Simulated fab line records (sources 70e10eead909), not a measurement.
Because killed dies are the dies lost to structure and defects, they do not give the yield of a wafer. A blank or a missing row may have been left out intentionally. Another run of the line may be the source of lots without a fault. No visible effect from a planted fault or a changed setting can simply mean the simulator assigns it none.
fab line records ; flow nand-harc
record: lots: 24; wafers: 72; last-day: 34
route steps=1302 shown A_CONTACT@1040
lots with no fault: from the same line, run without faults
start-h: start of the lot's first displayed wafer, in hours after the record's first day ; wait-h: hours from the lot's prior step to this one ; " same as the row above ; L1.1+2: a single row standing in for several wafers ; - either no value or no given start ; * or withheld: withheld ; < > ~ a bound
route shown NAME@n: names a module that has steps shown in the file, with the first one's number in the route ; usual: average and standard deviation across the fault-free wafers ; same: alike in all rows ; chamber/n: place in a boat ; sites: readings site by site ; _std_site: how widely they spread, as a standard deviation ; _edge_site: outer sites' mean less inner sites' ; radius-mm: how far each site lies from the wafer's centre ; mask NAME#n: copy n ; behind: the last tool/chamber to shape the wafer ; hold: why the lot was held/for how many hours/how that ended ; device: whichever transistor did not switch (one of n, p or np) ; end of line: the tests these same wafers got at the end of their route ; a step without rows: its recipe alone ; killed: dies that structure and defects cost at the first sort, which is not the same as the wafer's yield ; map: per-die view of a wafer (x killed, . not killed, _ where there is no die)
set.NAME: the setting that was run; set.NAME@STEP: the one run at that earlier step ; model.NAME: the simulator's own value behind a step, which no gauge read
the route's steps for a sample of lots (tables are steps, rows are wafers)
services: when a tool's chamber went out of use (start-h, in hours from the record's first day, below 0 if earlier), for how many hours, and the reason
== steps ==
step: NHARC_A_CONTACT_OVL_MEAS_70
usual: overlay-x-nm: 0.3/0.95; overlay-y-nm: 0.4/1.1
lot.wafer;tool;chamber;start-h;wait-h;overlay-x-nm;overlay-y-nm
L075.1;overlay-02;-;529.08;-;0.1;1.3
L075.2;overlay-02;-;529.08;-;0.1;1.5
L075.4;overlay-02;-;529.08;-;0.0;1.1
L074.1;overlay-01;-;529.23;-;-1.3;1.7
L074.3;overlay-01;-;529.23;-;-0.5;1.8
L074.4;overlay-01;-;529.23;-;-1.2;2.3
L077.1;overlay-01;-;542.64;-;0.2;0.6
L077.3;overlay-01;-;542.64;-;0.3;0.2
L077.4;overlay-01;-;542.64;-;0.6;1.3
L076.1;overlay-02;-;544.81;-;0.1;-1.0
L076.2;overlay-02;-;544.81;-;0.2;-1.1
L076.6;overlay-02;-;544.81;-;0.0;-1.1
L078.2;overlay-02;-;548.85;-;1.2;0.5
L078.3;overlay-02;-;548.85;-;1.6;-0.1
L078.5;overlay-02;-;548.85;-;1.3;0.4
L080.4;overlay-01;-;569.91;-;-1.5;-0.9
L080.5;overlay-01;-;569.91;-;-1.3;-1.3
L080.6;overlay-01;-;569.91;-;-1.8;-1.0
L079.3;overlay-01;-;570.83;-;-0.1;1.5
L079.4;overlay-01;-;570.83;-;-0.1;1.6
L079.6;overlay-01;-;570.83;-;0.5;1.4
L081.1;overlay-01;-;585.39;-;0.5;0.7
L081.2;overlay-01;-;585.39;-;0.3;0.5
L081.5;overlay-01;-;585.39;-;0.2;0.6
L082.2;overlay-02;-;588.48;-;0.6;-1.6
L082.3;overlay-02;-;588.48;-;-0.4;-1.2
L082.5;overlay-02;-;588.48;-;0.2;-1.1
L083.1;overlay-01;-;601.81;-;1.0;-0.3
L083.3;overlay-01;-;601.81;-;1.2;-0.8
L083.5;overlay-01;-;601.81;-;1.5;-0.6
L086.1;overlay-01;-;611.09;-;1.2;1.4
L086.5;overlay-01;-;611.09;-;1.5;1.4
L086.6;overlay-01;-;611.09;-;1.4;1.9
L084.2;overlay-02;-;611.31;-;0.6;0.1
L084.3;overlay-02;-;611.31;-;1.1;0.6
L084.6;overlay-02;-;611.31;-;0.8;0.1
L085.2;overlay-02;-;615.94;-;-0.6;0.2
L085.3;overlay-02;-;615.94;-;-0.5;0.8
L085.6;overlay-02;-;615.94;-;-1.2;0.8
L087.1;overlay-01;-;631.92;-;0.7;1.4
L087.2;overlay-01;-;631.92;-;0.3;2.0
L087.5;overlay-01;-;631.92;-;0.5;1.7
L088.1;overlay-01;-;643.79;-;-0.8;-0.1
L088.2;overlay-01;-;643.79;-;-0.5;0.2
L088.4;overlay-01;-;643.79;-;-0.9;0.0
L089.3;overlay-02;-;646.84;-;-0.3;1.6
L089.4;overlay-02;-;646.84;-;0.6;1.1
L089.5;overlay-02;-;646.84;-;-0.1;1.9
L090.2;overlay-02;-;676.98;-;2.5;0.5
L090.3;overlay-02;-;676.98;-;3.1;0.8
L090.5;overlay-02;-;676.98;-;2.3;1.3
L091.3;overlay-01;-;683.71;-;0.5;-0.9
L091.5;overlay-01;-;683.71;-;0.5;-1.1
L091.6;overlay-01;-;683.71;-;0.2;-1.0
L092.2;overlay-02;-;691.83;-;1.4;-0.9
L092.4;overlay-02;-;691.83;-;1.3;-0.7
L092.5;overlay-02;-;691.83;-;1.1;-0.9
L094.3;overlay-02;-;692.43;-;0.3;1.5
L094.4;overlay-02;-;692.43;-;0.8;1.0
L094.5;overlay-02;-;692.43;-;1.2;1.1
L093.2;overlay-02;-;697.38;-;-1.0;1.9
L093.4;overlay-02;-;697.38;-;-1.0;2.1
L093.6;overlay-02;-;697.38;-;-1.1;2.3
L095.1;overlay-01;-;717.16;-;0.0;0.2
L095.2;overlay-01;-;717.16;-;0.2;0.5
L095.5;overlay-01;-;717.16;-;-0.2;0.6
L096.1;overlay-02;-;726.06;-;0.7;-0.2
L096.3;overlay-02;-;726.06;-;-0.1;-1.0
L096.5;overlay-02;-;726.06;-;0.5;-0.1
L097.2;overlay-02;-;742.03;-;0.0;-0.9
L097.3;overlay-02;-;742.03;-;0.2;-1.0
L097.6;overlay-02;-;742.03;-;0.7;-1.1
step: NHARC_A_CONTACT_ETCH_126
recipe: source-w: withheld; pressure-mtorr: 20; bias-v: 3000; time-s: 197; target-depth-a: 19180; ar-flow-sccm: withheld; c4f8-flow-sccm: withheld; o2-flow-sccm: withheld; chemistry: C4F8/O2/Ar
lot.wafer;tool;chamber;start-h;wait-h;rf-hours-counter-h
L075.2;har-cap-etch-03;0;531.28;0.1;39
L075.1;har-cap-etch-03;1;531.28;0.1;39
L075.4;har-cap-etch-03;1;531.28;0.1;-
L074.1;har-cap-etch-02;0;531.95;0.1;89
L074.3;har-cap-etch-02;0;531.95;0.1;-
L074.4;har-cap-etch-02;1;531.95;0.1;-
L077.1;har-cap-etch-03;1;544.90;0.2;45
L077.3;har-cap-etch-03;1;544.90;0.2;-
L077.4;har-cap-etch-03;0;544.90;0.2;-
L076.1;har-cap-etch-02;0;546.82;0.1;94
L076.2;har-cap-etch-02;1;546.82;0.1;94
L076.6;har-cap-etch-02;1;546.82;0.1;-
L078.2;har-cap-etch-03;1;550.88;0.1;47
L078.3;har-cap-etch-03;0;550.88;0.1;-
L078.5;har-cap-etch-03;1;550.88;0.1;-
L080.4;har-cap-etch-02;0;572.02;0.1;-
L080.5;har-cap-etch-02;1;572.02;0.1;-
L080.6;har-cap-etch-02;0;572.02;0.1;-
L079.4;har-cap-etch-01;1;573.26;0.3;-
L079.3;har-cap-etch-01;0;573.26;0.3;-
L079.6;har-cap-etch-01;0;573.26;0.3;-
L081.1;har-cap-etch-02;1;587.67;0.1;104
L081.2;har-cap-etch-02;0;587.67;0.1;104
L081.5;har-cap-etch-02;0;587.67;0.1;-
L082.2;har-cap-etch-03;0;591.83;0.1;56
L082.3;har-cap-etch-03;1;591.83;0.1;-
L082.5;har-cap-etch-03;1;591.83;0.1;-
L083.1;har-cap-etch-03;0;604.22;0.1;59
L083.3;har-cap-etch-03;0;604.22;0.1;-
L083.5;har-cap-etch-03;1;604.22;0.1;-
L084.2;har-cap-etch-03;0;613.45;0.1;61
L084.3;har-cap-etch-03;0;613.45;0.1;-
L084.6;har-cap-etch-03;1;613.45;0.1;-
L086.1;har-cap-etch-02;0;613.46;0.1;109
L086.6;har-cap-etch-02;1;613.46;0.1;-
L086.5;har-cap-etch-02;0;613.46;0.1;-
L085.2;har-cap-etch-03;1;618.84;0.2;62
L085.3;har-cap-etch-03;1;618.84;0.2;-
L085.6;har-cap-etch-03;0;618.84;0.2;-
L087.2;har-cap-etch-01;0;634.24;0.1;24
L087.1;har-cap-etch-01;1;634.24;0.1;24
L087.5;har-cap-etch-01;0;634.24;0.1;-
L088.1;har-cap-etch-02;1;646.13;0.1;117
L088.2;har-cap-etch-02;0;646.13;0.1;117
L088.4;har-cap-etch-02;1;646.13;0.1;-
L089.3;har-cap-etch-03;0;649.23;0.1;-
L089.4;har-cap-etch-03;1;649.23;0.1;-
L089.5;har-cap-etch-03;0;649.23;0.1;-
L090.2;har-cap-etch-02;1;678.99;0.1;120
L090.3;har-cap-etch-02;1;678.99;0.1;-
L090.5;har-cap-etch-02;1;678.99;0.1;-
L091.3;har-cap-etch-02;1;686.03;0.1;-
L091.5;har-cap-etch-02;0;686.03;0.1;-
L091.6;har-cap-etch-02;1;686.03;0.1;-
L092.2;har-cap-etch-02;1;693.85;0.1;123
L092.4;har-cap-etch-02;1;693.85;0.1;-
L092.5;har-cap-etch-02;0;693.85;0.1;-
L094.4;har-cap-etch-03;0;694.51;0.1;-
L094.3;har-cap-etch-03;1;694.51;0.1;-
L094.5;har-cap-etch-03;0;694.51;0.1;-
L093.2;har-cap-etch-02;1;699.40;0.1;125
L093.4;har-cap-etch-02;1;699.40;0.1;-
L093.6;har-cap-etch-02;1;699.40;0.1;-
L095.2;har-cap-etch-03;1;719.18;0.1;81
L095.1;har-cap-etch-03;0;719.18;0.1;81
L095.5;har-cap-etch-03;1;719.18;0.1;-
L096.1;har-cap-etch-02;1;728.27;0.1;131
L096.3;har-cap-etch-02;1;728.27;0.1;-
L096.5;har-cap-etch-02;1;728.27;0.1;-
L097.2;har-cap-etch-01;1;744.07;0.1;45
L097.3;har-cap-etch-01;1;744.07;0.1;-
L097.6;har-cap-etch-01;0;744.07;0.1;-
step: NHARC_A_CONTACT_OVL_MEAS_09
usual: overlay-x-nm: 0.0/0.73; overlay-y-nm: -0.2/0.73
lot.wafer;tool;chamber;start-h;wait-h;overlay-x-nm;overlay-y-nm
L075.1;overlay-01;-;538.27;-;-0.3;-0.2
L075.2;overlay-01;-;538.27;-;0.3;-0.8
L075.4;overlay-01;-;538.27;-;0.2;-1.0
L074.1;overlay-02;-;539.42;-;-0.4;-2.0
L074.3;overlay-02;-;539.42;-;-0.3;-1.4
L074.4;overlay-02;-;539.42;-;-0.7;-1.6
L077.1;overlay-01;-;553.72;-;1.4;-1.0
L077.3;overlay-01;-;553.72;-;1.1;-0.2
L077.4;overlay-01;-;553.72;-;1.6;-0.4
L076.1;overlay-01;-;554.66;-;-0.1;-1.0
L076.2;overlay-01;-;554.66;-;0.2;-0.4
L076.6;overlay-01;-;554.66;-;0.2;-0.4
L078.2;overlay-01;-;564.77;-;1.2;-0.9
L078.3;overlay-01;-;564.77;-;0.7;-1.1
L078.5;overlay-01;-;564.77;-;1.0;-1.2
L080.4;overlay-02;-;578.40;-;0.3;-0.4
L080.5;overlay-02;-;578.40;-;0.7;0.0
L080.6;overlay-02;-;578.40;-;0.9;-0.2
L079.3;overlay-02;-;581.74;-;0.9;-1.4
L079.4;overlay-02;-;581.74;-;1.3;-1.3
L079.6;overlay-02;-;581.74;-;0.7;-1.3
L081.1;overlay-02;-;594.30;-;-0.4;-1.0
L081.2;overlay-02;-;594.30;-;-0.4;-0.8
L081.5;overlay-02;-;594.30;-;-0.9;-0.6
L082.2;overlay-01;-;598.61;-;0.4;-0.1
L082.3;overlay-01;-;598.61;-;0.6;-0.1
L082.5;overlay-01;-;598.61;-;0.7;0.0
L083.1;overlay-02;-;612.90;-;0.6;0.2
L083.3;overlay-02;-;612.90;-;-0.1;0.2
L083.5;overlay-02;-;612.90;-;0.8;0.8
L086.1;overlay-01;-;622.35;-;0.7;-0.4
L086.5;overlay-01;-;622.35;-;1.2;-0.9
L086.6;overlay-01;-;622.35;-;0.9;-0.8
L084.2;overlay-02;-;623.45;-;-0.2;0.1
L084.3;overlay-02;-;623.45;-;-0.4;0.2
L084.6;overlay-02;-;623.45;-;-0.1;-0.4
L085.2;overlay-02;-;631.57;-;-0.1;1.1
L085.3;overlay-02;-;631.57;-;-0.8;1.0
L085.6;overlay-02;-;631.57;-;-0.6;1.0
L087.1;overlay-02;-;642.51;-;-0.3;0.5
L087.2;overlay-02;-;642.51;-;-0.7;0.2
L087.5;overlay-02;-;642.51;-;0.1;0.0
L088.1;overlay-02;-;652.24;-;0.2;0.1
L088.2;overlay-02;-;652.24;-;0.8;-0.5
L088.4;overlay-02;-;652.24;-;0.8;-0.3
L089.3;overlay-02;-;655.14;-;-0.4;0.2
L089.4;overlay-02;-;655.14;-;-0.7;-0.1
L089.5;overlay-02;-;655.14;-;-0.3;0.7
L090.2;overlay-01;-;685.41;-;0.0;0.3
L090.3;overlay-01;-;685.41;-;0.2;0.3
L090.5;overlay-01;-;685.41;-;0.7;0.2
L091.3;overlay-02;-;693.45;-;-0.2;-0.6
L091.5;overlay-02;-;693.45;-;-0.8;-0.1
L091.6;overlay-02;-;693.45;-;-0.5;-0.4
L092.2;overlay-02;-;699.49;-;-0.9;0.9
L092.4;overlay-02;-;699.49;-;-0.7;0.2
L092.5;overlay-02;-;699.49;-;-0.7;0.8
L094.3;overlay-02;-;700.38;-;1.0;0.6
L094.4;overlay-02;-;700.38;-;1.1;-0.3
L094.5;overlay-02;-;700.38;-;1.0;0.7
L093.2;overlay-02;-;705.01;-;-0.9;0.2
L093.4;overlay-02;-;705.01;-;-0.2;-0.3
L093.6;overlay-02;-;705.01;-;-0.6;0.1
L095.1;overlay-01;-;727.63;-;-0.1;0.4
L095.2;overlay-01;-;727.63;-;-0.1;-0.1
L095.5;overlay-01;-;727.63;-;-0.5;0.3
L096.1;overlay-01;-;737.68;-;-1.1;0.6
L096.3;overlay-01;-;737.68;-;-1.1;1.2
L096.5;overlay-01;-;737.68;-;-1.0;0.7
L097.2;overlay-02;-;750.03;-;-1.0;0.5
L097.3;overlay-02;-;750.03;-;-0.7;0.0
L097.6;overlay-02;-;750.03;-;-1.3;0.2
step: NHARC_A_CONTACT_ETCH_137
recipe: source-w: withheld; pressure-mtorr: 20; bias-v: 1200; time-s: 311; target-depth-a: 19120; ar-flow-sccm: withheld; c4f8-flow-sccm: withheld; o2-flow-sccm: withheld; chemistry: C4F8/O2/Ar
lot.wafer;tool;chamber;start-h;wait-h;rf-hours-counter-h
L075.2;har-cap-etch-03;0;541.18;0.2;44
L075.1;har-cap-etch-03;1;541.18;0.2;44
L075.4;har-cap-etch-03;0;541.18;0.2;-
L074.1;har-cap-etch-02;0;541.76;0.2;93
L074.3;har-cap-etch-02;0;541.76;0.2;-
L074.4;har-cap-etch-02;1;541.76;0.2;-
L077.1;har-cap-etch-01;1;556.22;0.3;9
L077.3;har-cap-etch-01;1;556.22;0.3;-
L077.4;har-cap-etch-01;0;556.22;0.3;-
L076.2;har-cap-etch-02;1;557.90;0.2;99
L076.1;har-cap-etch-02;0;557.90;0.2;99
L076.6;har-cap-etch-02;1;557.90;0.2;-
L078.2;har-cap-etch-03;0;566.79;0.2;51
L078.3;har-cap-etch-03;0;566.79;0.2;-
L078.5;har-cap-etch-03;1;566.79;0.2;-
L080.4;har-cap-etch-01;1;581.05;0.3;-
L080.5;har-cap-etch-01;1;581.05;0.3;-
L080.6;har-cap-etch-01;0;581.05;0.3;-
L079.4;har-cap-etch-03;1;583.79;0.2;-
L079.3;har-cap-etch-03;0;583.79;0.2;-
L079.6;har-cap-etch-03;1;583.79;0.2;-
L081.2;har-cap-etch-02;1;596.40;0.2;106
L081.1;har-cap-etch-02;0;596.40;0.2;106
L081.5;har-cap-etch-02;0;596.40;0.2;-
L082.2;har-cap-etch-03;0;600.60;0.2;58
L082.3;har-cap-etch-03;0;600.60;0.2;-
L082.5;har-cap-etch-03;1;600.60;0.2;-
L083.1;har-cap-etch-01;0;614.91;0.2;22
L083.3;har-cap-etch-01;0;614.91;0.2;-
L083.5;har-cap-etch-01;0;614.91;0.2;-
L086.1;har-cap-etch-01;1;624.88;0.3;23
L086.6;har-cap-etch-01;0;624.88;0.3;-
L086.5;har-cap-etch-01;1;624.88;0.3;-
L084.2;har-cap-etch-02;1;625.42;0.2;113
L084.3;har-cap-etch-02;1;625.42;0.2;-
L084.6;har-cap-etch-02;0;625.42;0.2;-
L085.2;har-cap-etch-03;1;633.58;0.2;64
L085.3;har-cap-etch-03;1;633.58;0.2;-
L085.6;har-cap-etch-03;1;633.58;0.2;-
L087.1;har-cap-etch-01;1;644.69;0.2;26
L087.2;har-cap-etch-01;0;644.69;0.2;26
L087.5;har-cap-etch-01;0;644.69;0.2;-
L088.2;har-cap-etch-01;1;654.20;0.2;28
L088.1;har-cap-etch-01;0;654.20;0.2;28
L088.4;har-cap-etch-01;0;654.20;0.2;-
L089.3;har-cap-etch-02;1;657.29;0.2;-
L089.4;har-cap-etch-02;0;657.29;0.2;-
L089.5;har-cap-etch-02;1;657.29;0.2;-
L090.2;har-cap-etch-03;1;687.77;0.2;74
L090.3;har-cap-etch-03;1;687.77;0.2;-
L090.5;har-cap-etch-03;1;687.77;0.2;-
L091.3;har-cap-etch-01;1;695.50;0.2;-
L091.5;har-cap-etch-01;1;695.50;0.2;-
L091.6;har-cap-etch-01;0;695.50;0.2;-
L092.2;har-cap-etch-03;0;701.50;0.2;78
L092.4;har-cap-etch-03;1;701.50;0.2;-
L092.5;har-cap-etch-03;0;701.50;0.2;-
L094.3;har-cap-etch-01;0;702.45;0.2;-
L094.4;har-cap-etch-01;1;702.45;0.2;-
L094.5;har-cap-etch-01;0;702.45;0.2;-
L093.2;har-cap-etch-02;0;707.26;0.3;127
L093.4;har-cap-etch-02;0;707.26;0.3;-
L093.6;har-cap-etch-02;1;707.26;0.3;-
L095.1;har-cap-etch-03;0;729.98;0.3;83
L095.2;har-cap-etch-03;1;729.98;0.3;83
L095.5;har-cap-etch-03;0;729.98;0.3;-
L096.1;har-cap-etch-03;0;739.64;0.2;84
L096.3;har-cap-etch-03;0;739.64;0.2;-
L096.5;har-cap-etch-03;1;739.64;0.2;-
L097.2;har-cap-etch-02;0;753.73;0.2;134
L097.3;har-cap-etch-02;0;753.73;0.2;-
L097.6;har-cap-etch-02;1;753.73;0.2;-
step: NHARC_A_CONTACT_ALD_18
recipe: target-thk-a: 30; pulse-time-s: 1; ald-cycles: 150; temp-c: 450; material: TiN
usual: heater-power-w: 1103/74; precursor-pulse-height-rel: 0.999/0.019; susceptor-temp-C: 449.98/0.24
lot.wafer;tool;chamber;start-h;wait-h;heater-power-w;precursor-pulse-height-rel;susceptor-temp-C
L075.2;ald-metal-01;2;543.44;-;1136;1.026;450.16
L075.4;ald-metal-01;0;543.44;-;982;1.041;449.99
L075.1;ald-metal-01;1;543.44;-;1220;0.980;449.53
L074.1;ald-metal-01;1;544.05;-;1249;1.020;450.44
L074.3;ald-metal-01;2;544.05;-;1145;1.028;449.90
L074.4;ald-metal-01;3;544.05;-;1123;1.012;450.80
L077.4;ald-metal-04;2;558.76;-;1041;0.977;449.87
L077.1;ald-metal-04;3;558.76;-;1051;1.028;450.15
L077.3;ald-metal-04;1;558.76;-;1042;0.995;449.61
L076.1;ald-metal-01;2;560.15;-;1107;1.023;449.82
L076.2;ald-metal-01;3;560.15;-;1121;1.019;449.98
L076.6;ald-metal-01;2;560.15;-;1135;0.963;449.96
L078.3;ald-metal-01;1;569.02;-;1236;0.973;450.20
L078.2;ald-metal-01;3;569.02;-;1105;0.963;450.48
L078.5;ald-metal-01;2;569.02;-;1149;0.997;450.10
L080.4;ald-metal-01;1;583.50;-;1218;0.980;449.75
L080.6;ald-metal-01;1;583.50;-;1227;0.968;450.01
L080.5;ald-metal-01;2;583.50;-;1149;0.973;449.98
L079.4;ald-metal-04;2;585.98;-;1054;1.002;450.04
L079.3;ald-metal-04;0;585.98;-;1110;0.988;449.95
L079.6;ald-metal-04;2;585.98;-;1043;0.995;449.80
L081.1;ald-metal-04;2;598.69;-;1037;0.999;449.76
L081.2;ald-metal-04;3;598.69;-;1062;1.012;450.19
L081.5;ald-metal-04;2;598.69;-;1036;1.000;449.77
L082.3;ald-metal-02;1;603.29;-;1039;0.982;449.84
L082.2;ald-metal-02;2;603.29;-;1154;0.978;449.89
L082.5;ald-metal-02;3;603.29;-;1065;1.036;449.90
L083.3;ald-metal-01;0;617.83;-;1020;0.985;449.82
L083.1;ald-metal-01;3;617.83;-;1135;0.989;450.47
L083.5;ald-metal-01;0;617.83;-;1011;1.025;449.76
L086.1;ald-metal-01;0;627.15;-;1018;1.015;450.32
L086.6;ald-metal-01;1;627.15;-;1240;0.964;449.67
L086.5;ald-metal-01;2;627.15;-;1158;1.003;449.83
L084.3;ald-metal-04;0;627.75;-;1095;0.975;450.09
L084.2;ald-metal-04;1;627.75;-;1056;1.030;449.95
L084.6;ald-metal-04;1;627.75;-;1032;1.004;450.30
L085.3;ald-metal-04;0;635.88;-;1110;0.990;450.10
L085.2;ald-metal-04;1;635.88;-;1081;0.991;449.85
L085.6;ald-metal-04;3;635.88;-;1061;0.982;450.13
L087.1;ald-metal-04;2;647.10;-;1052;0.988;449.93
L087.2;ald-metal-04;0;647.10;-;1112;1.009;449.72
L087.5;ald-metal-04;1;647.10;-;1060;1.012;449.54
L088.2;ald-metal-02;0;656.86;-;1074;1.004;450.43
L088.4;ald-metal-02;1;656.86;-;1038;1.009;450.13
L088.1;ald-metal-02;3;656.86;-;1075;1.011;449.84
L089.3;ald-metal-01;2;659.50;-;1144;0.990;450.26
L089.4;ald-metal-01;3;659.50;-;1154;1.009;449.42
L089.5;ald-metal-01;0;659.50;-;990;0.984;450.21
L090.3;ald-metal-01;3;690.14;-;1148;1.003;450.04
L090.2;ald-metal-01;1;690.14;-;1223;0.997;450.57
L090.5;ald-metal-01;2;690.14;-;1145;0.988;449.94
L091.3;ald-metal-01;2;698.03;-;1149;1.027;450.02
L091.6;ald-metal-01;1;698.03;-;1222;0.985;450.33
L091.5;ald-metal-01;2;698.03;-;1117;1.008;450.09
L094.3;ald-metal-04;0;704.62;-;1135;0.991;450.04
L094.4;ald-metal-04;3;704.62;-;1098;0.993;449.88
L094.5;ald-metal-04;0;704.62;-;1132;1.004;449.95
L092.2;ald-metal-02;0;704.75;-;1047;1.027;449.74
L092.4;ald-metal-02;1;704.75;-;1040;0.976;449.97
L092.5;ald-metal-02;3;704.75;-;1064;1.024;449.86
L093.4;ald-metal-02;1;712.64;-;1024;1.021;449.93
L093.2;ald-metal-02;3;712.64;-;1050;0.993;449.96
L093.6;ald-metal-02;2;712.64;-;1169;0.993;449.98
L095.2;ald-metal-01;1;732.54;-;1305;0.989;449.67
L095.1;ald-metal-01;2;732.54;-;1127;0.982;449.80
L095.5;ald-metal-01;2;732.54;-;1141;1.012;450.42
L096.1;ald-metal-04;0;742.18;-;1147;0.988;449.98
L096.3;ald-metal-04;3;742.18;-;1082;1.019;449.81
L096.5;ald-metal-04;0;742.18;-;1148;0.996;449.91
L097.2;ald-metal-04;2;756.21;-;1109;0.981;449.59
L097.3;ald-metal-04;3;756.21;-;1070;0.964;450.03
L097.6;ald-metal-04;1;756.21;-;1047;0.998;449.74
step: NHARC_A_CONTACT_CMP_20
recipe: t-overpolish-s: 30; target-thk-nm: 300
usual: motor-current-A: 12.1/1.1; overpolish-run-s: 29.999/0.0091; time-to-endpoint-s: 59.9/2.7
lot.wafer;tool;chamber;start-h;wait-h;motor-current-A;overpolish-run-s;time-to-endpoint-s
L075.2;cmp-02;3;544.56;0.7;11.1;30.012;55.0
L075.4;cmp-02;0;544.56;0.7;13.3;30.012;59.9
L075.1;cmp-02;1;544.56;0.7;11.0;29.990;56.8
L074.4;cmp-02;3;545.30;0.5;11.6;29.996;54.4
L074.3;cmp-02;0;545.30;0.5;14.1;29.989;59.0
L074.1;cmp-02;1;545.30;0.5;11.0;30.002;55.1
L077.4;cmp-01;2;560.18;0.4;13.9;29.988;56.7
L077.3;cmp-01;3;560.18;0.4;12.7;29.997;58.4
L077.1;cmp-01;1;560.18;0.4;13.1;30.010;57.7
L076.2;cmp-02;0;561.25;0.7;12.7;29.997;62.7
L076.1;cmp-02;2;561.25;0.7;10.5;30.005;62.0
L076.6;cmp-02;3;561.25;0.7;11.1;29.984;60.8
L078.3;cmp-04;0;570.14;0.4;11.8;30.002;59.2
L078.2;cmp-04;2;570.14;0.4;12.0;29.997;57.0
L078.5;cmp-04;0;570.14;0.4;12.0;29.997;60.2
L080.4;cmp-01;3;584.65;0.6;12.8;29.992;66.8
L080.6;cmp-01;1;584.65;0.6;12.6;30.001;63.7
L080.5;cmp-01;2;584.65;0.6;13.5;29.999;59.6
L079.4;cmp-01;2;587.09;0.5;13.7;29.995;64.3
L079.3;cmp-01;0;587.09;0.5;11.3;29.990;61.9
L079.6;cmp-01;2;587.09;0.5;14.0;30.003;58.5
L081.1;cmp-01;3;599.80;0.7;13.7;29.990;61.9
L081.2;cmp-01;0;599.80;0.7;11.3;30.010;61.8
L081.5;cmp-01;2;599.80;0.7;13.2;30.011;59.3
L082.2;cmp-02;0;604.37;0.8;13.5;30.002;65.7
L082.3;cmp-02;1;604.37;0.8;10.2;30.020;62.2
L082.5;cmp-02;3;604.37;0.8;11.3;29.987;62.8
L083.3;cmp-01;2;618.92;0.5;13.4;29.994;57.5
L083.1;cmp-01;3;618.92;0.5;13.3;30.013;61.0
L083.5;cmp-01;2;618.92;0.5;13.3;29.986;57.9
L086.1;cmp-01;3;628.25;0.7;13.3;30.000;60.7
L086.5;cmp-01;0;628.25;0.7;11.1;29.988;60.2
L086.6;cmp-01;1;628.25;0.7;12.3;30.009;59.2
L084.3;cmp-04;3;628.93;0.4;11.4;30.000;59.3
L084.2;cmp-04;1;628.93;0.4;11.3;30.002;60.3
L084.6;cmp-04;3;628.93;0.4;12.1;29.994;59.6
L085.3;cmp-01;0;636.93;0.4;11.1;30.010;57.8
L085.2;cmp-01;1;636.93;0.4;12.1;30.007;62.3
L085.6;cmp-01;0;636.93;0.4;11.1;29.992;57.1
L087.1;cmp-02;3;648.19;0.8;11.4;29.989;63.9
L087.2;cmp-02;0;648.19;0.8;13.1;29.993;63.9
L087.5;cmp-02;3;648.19;0.8;11.2;30.008;65.2
L088.4;cmp-04;1;657.96;0.5;11.1;29.980;61.7
L088.1;cmp-04;2;657.96;0.5;12.2;29.987;63.0
L088.2;cmp-04;3;657.96;0.5;12.3;29.996;61.6
L089.4;cmp-01;3;660.59;0.6;13.4;30.010;64.2
L089.3;cmp-01;0;660.59;0.6;11.6;29.994;61.6
L089.5;cmp-01;2;660.59;0.6;13.5;30.007;59.4
L090.2;cmp-04;1;691.21;0.6;11.8;30.010;58.1
L090.3;cmp-04;3;691.21;0.6;12.0;30.019;59.1
L090.5;cmp-04;2;691.21;0.6;12.4;29.997;57.8
L091.3;cmp-01;2;699.10;0.5;13.1;29.986;58.0
L091.6;cmp-01;2;699.10;0.5;13.5;29.997;58.9
L091.5;cmp-01;3;699.10;0.5;12.9;30.002;62.2
L094.4;cmp-04;3;705.73;0.5;11.4;30.020;59.8
L094.3;cmp-04;0;705.73;0.5;11.7;30.007;57.4
L094.5;cmp-04;3;705.73;0.5;11.3;29.994;59.2
L092.2;cmp-04;3;706.47;0.8;11.8;30.008;59.7
L092.4;cmp-04;0;706.47;0.8;12.1;29.999;59.9
L092.5;cmp-04;2;706.47;0.8;12.5;29.992;59.0
L093.2;cmp-04;0;713.74;0.6;12.3;30.012;57.8
L093.4;cmp-04;2;713.74;0.6;11.8;30.002;56.9
L093.6;cmp-04;0;713.74;0.6;12.0;30.010;62.1
L095.1;cmp-02;0;733.65;0.7;13.1;30.000;61.2
L095.2;cmp-02;1;733.65;0.7;11.2;29.975;56.4
L095.5;cmp-02;0;733.65;0.7;13.3;30.000;60.4
L096.1;cmp-01;3;743.29;0.8;12.7;30.008;59.5
L096.3;cmp-01;1;743.29;0.8;12.9;29.986;60.4
L096.5;cmp-01;2;743.29;0.8;13.6;29.997;58.8
L097.3;cmp-02;2;757.26;0.4;9.9;30.001;57.6
L097.2;cmp-02;0;757.26;0.4;13.2;30.012;63.1
L097.6;cmp-02;2;757.26;0.4;10.0;30.002;60.3
== services ==
tool;chamber;start-h;hours;kind
ald-metal-01;-;526.00;10.0;pm
cmp-02;-;526.50;4.0;pm
ald-metal-04;3;539.67;7.0;repair
cmp-04;-;547.57;0.9;repair
cmp-01;-;550.54;1.4;repair
cmp-02;-;558.03;1.2;repair
ald-metal-04;0;566.42;4.6;repair
cmp-01;-;577.50;4.0;pm
cmp-02;-;585.03;2.7;repair
cmp-04;-;601.00;4.0;pm
ald-metal-04;-;602.49;0.7;repair
cmp-04;-;611.22;0.9;repair
cmp-02;-;614.07;0.3;repair
ald-metal-04;-;652.00;10.0;pm
cmp-01;-;658.57;0.9;repair
cmp-01;-;669.62;2.6;repair
cmp-01;-;675.50;4.0;pm
cmp-01;-;694.22;0.7;repair
cmp-01;-;699.79;1.4;repair
ald-metal-01;-;704.00;10.0;pm
ald-metal-04;0;721.94;4.5;repair
ald-metal-04;2;724.85;5.9;repair
ald-metal-04;-;745.86;1.3;repair
har-cap-etch-02;-;754.55;17.0;pm
== key ==
fault none
